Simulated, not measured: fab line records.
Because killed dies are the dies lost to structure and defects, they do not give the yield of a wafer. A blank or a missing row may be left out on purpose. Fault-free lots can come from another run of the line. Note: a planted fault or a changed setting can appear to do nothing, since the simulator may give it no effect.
fab line records	flow n5-finfet	part 1 of 2: steps 1 to 4 of 6
record: lots: 24	wafers: 72	last-day: 21
route steps=1938 shown FIN_SAQP@102 FIN_CUT@173
lots with no fault: from the same line, run without faults
start-h: hours from the record's first day to the start of the lot's first wafer shown	wait-h: how many hours have passed since the lot's step before this one	" repeats the value in the row above	L1.1+2: a row that stands for several wafers	- no value, or no start was given	* or withheld: withheld	< > ~ a bound
route shown NAME@n: NAME is a module with steps in the file, n the number in the route of the first one	usual: mean/standard deviation taken from wafers without a fault	same: alike in all rows	chamber/n: place in a boat	sites: each site's reading	_std_site: their standard deviation	_edge_site: mean of outer sites minus mean of inner sites	radius-mm: how far each site lies from the wafer's centre	mask NAME#n: copy n	behind: the tool/chamber that last shaped the wafer	hold: reason for holding the lot/hours on hold/outcome of the hold	device: whichever transistor did not switch (one of n, p or np)	end of line: the same wafers' tests at the end of the route	a step without rows: its recipe alone	killed: count of dies lost to structure and defects at first sort (not the wafer's yield)	map: per-die view of a wafer (x killed, . not killed, _ where there is no die)
set.NAME: setting as actually run; set.NAME@STEP: the setting as run at that earlier step	model.NAME: the simulator's own value behind a step, which no gauge read
steps of the route over a sample of lots; a table a step, a row a wafer
services: from which hour (start-h, from the record's first day; less than 0 if before it) a tool's chamber was out of use, for how many hours, and why
== steps ==
step: N5_FIN_SAQP_HM_DEP_72
recipe: material: SiO2	target-thk-a: 120	temp-c: 400	precursor: SiH4/N2O	pressure-torr: 0.75	rf-w: 275	time-s: 7.2
usual: heater-power-w: 826/120	rf-fwd-power-W: 272.5/0.98	showerhead-plenum-p-Torr: 8.12/0.15
same: time-s: 7.2
lot.wafer	tool	chamber	start-h	wait-h	heater-power-w	rf-fwd-power-W	showerhead-plenum-p-Torr
L074.3	pecvd-04	0	22.42	0.0	975	274.0	8.02
L074.4	"	2	"	"	912	270.4	8.22
L074.5	"	0	"	"	983	273.6	8.02
L075.1	pecvd-02	1	27.06	0.0	756	273.2	8.01
L075.4	"	2	"	"	738	272.0	8.21
L075.5	"	0	"	"	846	272.1	8.16
L076.2	pecvd-04	1	33.24	0.0	861	274.0	7.89
L076.5	"	0	"	"	1000	273.3	8.03
L076.6	"	2	"	"	916	272.6	8.22
L077.2	pecvd-04	2	38.84	0.0	900	271.3	8.22
L077.3	"	0	"	"	1028	272.8	8.04
L077.6	"	1	"	"	821	273.2	7.88
L078.1	pecvd-02	1	45.41	0.0	829	272.4	8.00
L078.4	"	1	"	"	803	272.8	8.02
L078.6	"	0	"	"	783	273.3	8.16
L079.2	pecvd-02	1	50.93	0.0	808	273.8	8.01
L079.3	"	0	"	"	781	272.8	8.16
L079.4	"	2	"	"	695	272.3	8.21
L080.2	pecvd-01	2	57.33	0.0	607	272.9	8.25
L080.4	"	0	"	"	724	271.3	8.10
L080.5	"	2	"	"	613	271.8	8.24
L081.1	pecvd-04	2	63.94	0.0	900	272.0	8.21
L081.2	"	0	"	"	1001	273.7	8.02
L081.6	"	2	"	"	884	273.2	8.21
L082.1	pecvd-02	2	69.53	0.0	777	273.0	8.20
L082.3	"	2	"	"	764	272.2	8.23
L082.6	"	1	"	"	794	272.2	8.01
L083.1	pecvd-04	1	76.25	0.0	879	273.4	7.89
L083.2	"	2	"	"	998	270.9	8.23
L083.5	"	2	"	"	991	272.5	8.22
L084.1	pecvd-04	1	82.33	0.0	768	273.8	7.88
L084.3	"	2	"	"	990	270.8	8.21
L084.5	"	2	"	"	998	270.7	8.20
L085.2	pecvd-01	2	87.77	0.0	587	273.1	8.23
L085.3	"	0	"	"	652	273.1	8.11
L085.6	"	0	"	"	678	271.6	8.09
L086.3	pecvd-02	1	96.21	0.0	859	272.1	8.03
L086.5	"	2	"	"	685	273.4	8.23
L086.6	"	0	"	"	835	272.0	8.14
L087.1	pecvd-01	2	101.84	0.0	606	271.5	8.26
L087.2	"	0	"	"	677	272.6	8.11
L087.6	"	1	"	"	824	271.2	8.39
L088.1	pecvd-01	0	105.03	0.0	667	272.5	8.10
L088.5	"	0	"	"	673	272.0	8.10
L088.6	"	1	"	"	725	272.8	8.40
L089.1	pecvd-01	2	111.84	0.0	638	272.7	8.25
L089.2	"	0	"	"	762	272.1	8.10
L089.5	"	1	"	"	839	270.6	8.39
L090.2	pecvd-02	1	117.85	0.0	905	272.4	8.03
L090.3	"	2	"	"	781	273.3	8.22
L090.6	"	0	"	"	735	272.3	8.17
L091.3	pecvd-04	1	123.52	0.0	869	273.3	7.88
L091.4	"	1	"	"	864	272.6	7.88
L091.6	"	0	"	"	917	272.7	8.04
L092.3	pecvd-04	1	129.20	0.0	809	271.9	7.88
L092.5	"	2	"	"	978	270.8	8.21
L092.6	"	1	"	"	801	273.5	7.90
L093.1	pecvd-02	2	135.16	0.0	798	272.3	8.21
L093.3	"	0	"	"	756	273.9	8.15
L093.6	"	1	"	"	792	273.5	8.02
L094.1	pecvd-04	1	141.37	0.0	763	272.9	7.90
L094.3	"	0	"	"	1049	271.8	8.02
L094.4	"	2	"	"	948	272.4	8.20
L095.1	pecvd-04	1	147.99	0.0	832	273.4	7.88
L095.3	"	0	"	"	936	273.4	8.03
L095.6	"	1	"	"	857	273.8	7.90
L096.1	pecvd-04	0	153.95	0.0	1045	273.4	8.02
L096.5	"	0	"	"	1040	273.9	8.02
L096.6	"	1	"	"	846	271.8	7.89
L097.2	pecvd-01	2	159.27	0.0	566	272.9	8.24
L097.3	"	1	"	"	792	272.8	8.38
L097.6	"	2	"	"	565	272.2	8.26
step: N5_FIN_SAQP_INSPECT_18
recipe: mode: adi	inspect-instrument: brightfield
usual: raw-defect-count: 437/130
lot.wafer	tool	chamber	start-h	wait-h	raw-defect-count
L074.3	defect-inspect-01	-	22.93	0.0	281
L074.4	"	-	"	"	232
L074.5	"	-	"	"	415
L075.1	defect-inspect-01	-	27.57	0.0	699
L075.4	"	-	"	"	679
L075.5	"	-	"	"	609
L076.2	defect-inspect-02	-	33.75	0.0	619
L076.5	"	-	"	"	408
L076.6	"	-	"	"	461
L077.2	defect-inspect-02	-	39.35	0.0	251
L077.3	"	-	"	"	330
L077.6	"	-	"	"	186
L078.1	defect-inspect-01	-	45.92	0.0	509
L078.4	"	-	"	"	335
L078.6	"	-	"	"	711
L079.2	defect-inspect-02	-	51.31	0.0	329
L079.3	"	-	"	"	448
L079.4	"	-	"	"	297
L080.2	defect-inspect-01	-	57.84	0.0	363
L080.4	"	-	"	"	260
L080.5	"	-	"	"	224
L081.1	defect-inspect-02	-	64.45	0.0	363
L081.2	"	-	"	"	353
L081.6	"	-	"	"	455
L082.1	defect-inspect-02	-	70.07	0.0	393
L082.3	"	-	"	"	481
L082.6	"	-	"	"	436
L083.1	defect-inspect-01	-	76.79	0.0	285
L083.2	"	-	"	"	434
L083.5	"	-	"	"	313
L084.1	defect-inspect-02	-	82.87	0.0	458
L084.3	"	-	"	"	406
L084.5	"	-	"	"	452
L085.2	defect-inspect-01	-	88.31	0.0	510
L085.3	"	-	"	"	586
L085.6	"	-	"	"	492
L086.3	defect-inspect-02	-	96.72	0.0	458
L086.5	"	-	"	"	500
L086.6	"	-	"	"	411
L087.1	defect-inspect-01	-	102.35	0.0	485
L087.2	"	-	"	"	468
L087.6	"	-	"	"	433
L088.1	defect-inspect-01	-	105.54	0.0	376
L088.5	"	-	"	"	411
L088.6	"	-	"	"	375
L089.1	defect-inspect-01	-	112.22	0.0	346
L089.2	"	-	"	"	389
L089.5	"	-	"	"	614
L090.2	defect-inspect-02	-	118.36	0.0	535
L090.3	"	-	"	"	367
L090.6	"	-	"	"	468
L091.3	defect-inspect-02	-	124.04	0.0	392
L091.4	"	-	"	"	197
L091.6	"	-	"	"	317
L092.3	defect-inspect-01	-	129.59	0.0	404
L092.5	"	-	"	"	476
L092.6	"	-	"	"	332
L093.1	defect-inspect-02	-	135.67	0.0	725
L093.3	"	-	"	"	603
L093.6	"	-	"	"	708
L094.1	defect-inspect-01	-	141.88	0.0	456
L094.3	"	-	"	"	528
L094.4	"	-	"	"	455
L095.1	defect-inspect-01	-	148.37	0.0	392
L095.3	"	-	"	"	667
L095.6	"	-	"	"	430
L096.1	defect-inspect-01	-	154.46	0.0	395
L096.5	"	-	"	"	425
L096.6	"	-	"	"	347
L097.2	defect-inspect-01	-	159.66	0.0	345
L097.3	"	-	"	"	356
L097.6	"	-	"	"	318
step: N5_FIN_SAQP_ETCH_51
recipe: chemistry: CF4	target: SiARC	target-depth-a: 455	mask-material: CAR-ArF	time-s: 75.8	ion-energy-ev: 80	pressure-mtorr: 40	source-w: 545	bias-w: 36	Ar_flow_sccm: 100	cf4-flow-sccm: 100	ends: cleared
usual: drypump-motor-current-A: 5.9/0.41	etch-rf-on-time-s: 75.5/2.4	oes-product-au: 0.68/0.073	rf-fwd-power-W: 538.7/2.5	rf-vpp-V: 184.5/1.1	showerhead-plenum-p-Torr: 2.17/0.062	throttle-valve-pct: 15.53/0.22
lot.wafer	tool	chamber	start-h	wait-h	drypump-motor-current-A	etch-rf-on-time-s	oes-product-au	rf-fwd-power-W	rf-hours-counter-h	rf-vpp-V	showerhead-plenum-p-Torr	throttle-valve-pct
L074.3	rie-diel-01	0	23.00	0.0	6.2	78.3	0.75	541.2	28	186.0	2.28	15.40
L074.4	"	2	"	"	5.5	74.8	0.68	537.2	-	182.2	2.15	15.40
L074.5	"	3	"	"	6.4	80.3	0.65	533.2	-	185.2	2.14	15.31
L075.1	rie-diel-01	1	27.64	0.0	5.9	75.3	0.61	539.6	187	184.8	2.13	15.83
L075.4	"	3	"	"	6.5	79.0	0.65	533.5	123	185.6	2.14	15.29
L075.5	"	1	"	"	6.0	75.3	0.61	540.8	-	184.2	2.13	15.84
L076.2	rie-diel-01	3	33.82	0.0	6.4	78.0	0.66	532.1	125	184.5	2.14	15.30
L076.5	"	0	"	"	6.2	76.9	0.76	541.5	-	187.5	2.27	15.39
L076.6	"	1	"	"	6.0	74.6	0.61	541.3	-	183.8	2.13	15.84
L077.2	rie-diel-04	2	39.46	0.0	5.7	74.7	0.71	536.1	57	184.1	2.18	15.41
L077.3	"	0	"	"	5.1	74.0	0.61	540.6	200	183.3	2.11	15.83
L077.6	"	0	"	"	5.1	74.3	0.62	538.1	-	184.3	2.11	15.84
L078.1	rie-diel-01	1	45.99	0.0	5.9	75.3	0.61	539.9	192	183.6	2.13	15.84
L078.4	"	3	"	"	6.4	79.1	0.65	535.2	128	184.4	2.14	15.30
L078.6	"	1	"	"	5.9	75.2	0.61	541.2	-	183.2	2.13	15.83
L079.2	rie-diel-04	2	51.38	0.0	5.7	74.9	0.72	536.7	60	183.9	2.18	15.43
L079.3	"	3	"	"	5.7	71.1	0.64	538.7	206	183.7	2.20	15.64
L079.4	"	2	"	"	5.7	75.3	0.71	535.2	-	185.4	2.18	15.42
L080.2	rie-diel-04	3	57.91	0.0	5.6	70.8	0.63	538.4	207	184.3	2.20	15.65
L080.4	"	1	"	"	6.3	75.6	0.86	539.3	1	183.8	2.19	15.43
L080.5	"	3	"	"	5.7	71.0	0.63	540.2	-	184.4	2.20	15.64
L081.1	rie-diel-05	0	64.52	0.0	5.7	72.2	0.77	537.9	24	184.2	2.26	15.16
L081.2	"	1	"	"	6.2	78.3	0.58	539.7	241	181.6	2.03	15.98
L081.6	"	3	"	"	6.7	72.8	0.61	539.2	-	183.0	2.02	15.70
L082.1	rie-diel-01	0	70.37	0.0	6.2	77.6	0.73	541.4	40	184.9	2.27	15.40
L082.3	"	1	"	"	5.9	76.1	0.60	542.0	198	183.9	2.13	15.85
L082.6	"	1	"	"	6.0	75.0	0.60	538.8	-	184.0	2.13	15.84
L083.1	rie-diel-05	2	76.86	0.0	5.8	78.0	0.79	538.9	11	184.1	2.19	15.34
L083.2	"	3	"	"	6.7	73.3	0.61	540.7	246	183.2	2.02	15.70
L083.5	"	0	"	"	5.7	72.7	0.76	541.9	-	185.3	2.26	15.17
L084.1	rie-diel-04	1	83.37	0.0	6.3	77.3	0.81	538.5	7	185.5	2.19	15.46
L084.3	"	3	"	"	5.7	73.3	0.63	538.4	213	187.0	2.20	15.64
L084.5	"	1	"	"	6.3	77.5	0.82	538.8	-	185.1	2.19	15.46
L085.2	rie-diel-04	3	88.38	0.0	5.7	71.7	0.63	539.8	214	185.8	2.20	15.65
L085.3	"	1	"	"	6.3	76.4	0.82	536.7	8	184.2	2.19	15.47
L085.6	"	3	"	"	5.6	72.0	0.63	535.8	-	184.5	2.20	15.65
L086.3	rie-diel-01	2	96.79	0.0	5.5	76.2	0.65	537.8	147	184.2	2.14	15.44
L086.5	"	2	"	"	5.5	76.3	0.64	535.6	-	184.9	2.14	15.44
L086.6	"	3	"	"	6.4	80.2	0.63	536.2	-	184.5	2.13	15.35
L087.1	rie-diel-01	0	102.56	0.0	6.2	77.9	0.72	541.7	50	186.1	2.27	15.41
L087.2	"	3	"	"	6.5	80.4	0.64	534.1	145	183.8	2.13	15.34
L087.6	"	3	"	"	6.4	80.8	0.63	533.5	-	184.7	2.13	15.33
L088.1	rie-diel-05	2	105.69	0.0	5.8	76.4	0.78	538.5	15	184.7	2.19	15.35
L088.5	"	2	"	"	5.8	76.3	0.79	541.5	-	184.3	2.19	15.34
L088.6	"	1	"	"	6.2	77.3	0.58	540.9	-	182.8	2.03	15.99
L089.1	rie-diel-04	2	112.29	0.0	5.7	75.7	0.70	533.7	73	183.6	2.18	15.44
L089.2	"	3	"	"	5.6	70.7	0.63	537.9	220	184.5	2.19	15.67
L089.5	"	2	"	"	5.7	75.6	0.70	537.4	-	185.4	2.18	15.44
L090.2	rie-diel-04	1	118.43	0.0	6.3	75.7	0.79	537.1	17	184.4	2.18	15.47
L090.3	"	3	"	"	5.6	71.1	0.62	541.7	222	183.9	2.19	15.68
L090.6	"	0	"	"	5.1	74.7	0.60	534.7	-	184.4	2.11	15.88
L091.3	rie-diel-04	0	124.10	0.0	5.1	75.2	0.60	537.4	223	182.4	2.11	15.88
L091.4	"	2	"	"	5.7	74.7	0.69	537.0	77	185.4	2.18	15.45
L091.6	"	0	"	"	5.1	74.9	0.60	538.9	-	184.7	2.11	15.88
L092.3	rie-diel-01	0	129.80	0.0	6.2	78.1	0.72	539.7	55	185.4	2.27	15.45
L092.5	"	2	"	"	5.5	75.7	0.65	536.7	-	185.5	2.14	15.45
L092.6	"	3	"	"	6.4	80.1	0.63	538.2	-	184.2	2.13	15.36
L093.1	rie-diel-01	0	135.74	0.0	6.2	77.9	0.72	542.2	56	185.5	2.26	15.46
L093.3	"	1	"	"	5.9	74.8	0.59	541.7	214	183.9	2.12	15.89
L093.6	"	0	"	"	6.2	77.6	0.71	542.5	-	185.9	2.27	15.43
L094.1	rie-diel-01	0	142.04	0.0	6.2	79.0	0.71	544.9	59	186.0	2.26	15.44
L094.3	"	3	"	"	6.4	79.7	0.63	536.0	153	183.3	2.13	15.36
L094.4	"	1	"	"	5.9	76.7	0.59	544.1	216	182.7	2.12	15.89
L095.1	rie-diel-05	3	148.77	0.0	6.7	72.9	0.81	540.6	10	185.6	2.27	15.27
L095.3	"	2	"	"	5.8	76.5	0.75	538.6	32	185.1	2.18	15.39
L095.6	"	0	"	"	5.7	73.3	0.73	539.4	-	186.5	2.25	15.22
L096.1	rie-diel-05	1	154.52	0.0	6.2	73.7	0.82	538.7	5	184.2	2.28	15.56
L096.5	"	1	"	"	6.2	73.7	0.83	538.9	-	185.1	2.28	15.56
L096.6	"	2	"	"	5.8	77.1	0.75	539.9	-	183.6	2.18	15.40
L097.2	rie-diel-04	1	160.03	0.0	6.3	75.1	0.78	537.0	30	184.1	2.18	15.50
L097.3	"	3	"	"	5.7	71.3	0.62	539.5	237	185.6	2.19	15.71
L097.6	"	2	"	"	5.7	75.2	0.68	538.3	-	183.7	2.17	15.48
step: N5_FIN_SAQP_CD_MEAS_27
recipe: target-cd-nm: 20	landing-energy-ev: 1000	detector: se-inlens	polarity: line
usual: cd-nm: 20.31/0.24
lot.wafer	tool	chamber	start-h	wait-h	cd-nm
L074.3	cd-sem-01	0	26.07	0.1	19.95
L074.4	"	0	"	"	20.37
L074.5	"	0	"	"	20.64
L075.1	cd-sem-03	0	29.86	0.1	20.49
L075.4	"	0	"	"	20.14
L075.5	"	0	"	"	20.54
L076.2	cd-sem-01	0	35.94	0.1	20.07
L076.5	"	0	"	"	20.18
L076.6	"	0	"	"	20.12
L077.2	cd-sem-03	0	41.48	0.1	20.21
L077.3	"	0	"	"	20.52
L077.6	"	0	"	"	20.34
L078.1	cd-sem-01	0	47.95	0.1	20.45
L078.4	"	0	"	"	20.23
L078.6	"	0	"	"	20.16
L079.2	cd-sem-03	0	53.67	0.1	20.47
L079.3	"	0	"	"	20.22
L079.4	"	0	"	"	20.04
L080.2	cd-sem-03	0	59.88	0.1	19.87
L080.4	"	0	"	"	20.66
L080.5	"	0	"	"	20.13
L081.1	cd-sem-02	0	66.53	0.1	20.43
L081.2	"	0	"	"	20.72
L081.6	"	0	"	"	20.39
L082.1	cd-sem-03	0	74.02	0.1	20.68
L082.3	"	0	"	"	20.63
L082.6	"	0	"	"	20.47
L083.1	cd-sem-02	0	79.05	0.1	20.10
L083.2	"	0	"	"	20.31
L083.5	"	0	"	"	20.54
L084.1	cd-sem-02	0	86.60	0.1	20.25
L084.3	"	0	"	"	20.03
L084.5	"	0	"	"	19.56
L085.2	cd-sem-03	0	93.42	0.1	20.57
L085.3	"	0	"	"	19.95
L085.6	"	0	"	"	20.44
L086.3	cd-sem-01	0	101.76	0.1	20.00
L086.5	"	0	"	"	20.24
L086.6	"	0	"	"	20.47
L087.1	cd-sem-03	0	104.66	0.1	20.23
L087.2	"	0	"	"	20.47
L087.6	"	0	"	"	20.49
L088.1	cd-sem-03	0	107.66	0.1	20.43
L088.5	"	0	"	"	19.89
L088.6	"	0	"	"	20.30
L089.1	cd-sem-01	0	114.54	0.1	20.17
L089.2	"	0	"	"	20.09
L089.5	"	0	"	"	20.14
L090.2	cd-sem-03	0	120.46	0.1	20.41
L090.3	"	0	"	"	20.48
L090.6	"	0	"	"	20.23
L091.3	cd-sem-02	0	126.08	0.1	20.36
L091.4	"	0	"	"	20.38
L091.6	"	0	"	"	20.61
L092.3	cd-sem-03	0	132.00	0.1	19.88
L092.5	"	0	"	"	20.33
L092.6	"	0	"	"	20.34
L093.1	cd-sem-03	0	137.71	0.1	20.40
L093.3	"	0	"	"	19.92
L093.6	"	0	"	"	20.42
L094.1	cd-sem-02	0	144.66	0.1	20.38
L094.3	"	0	"	"	20.04
L094.4	"	0	"	"	20.37
L095.1	cd-sem-03	0	150.91	0.1	20.13
L095.3	"	0	"	"	20.44
L095.6	"	0	"	"	20.69
L096.1	cd-sem-01	0	156.70	0.1	19.85
L096.5	"	0	"	"	20.27
L096.6	"	0	"	"	20.51
L097.2	cd-sem-02	0	162.39	0.1	20.25
L097.3	"	0	"	"	20.51
L097.6	"	0	"	"	20.80
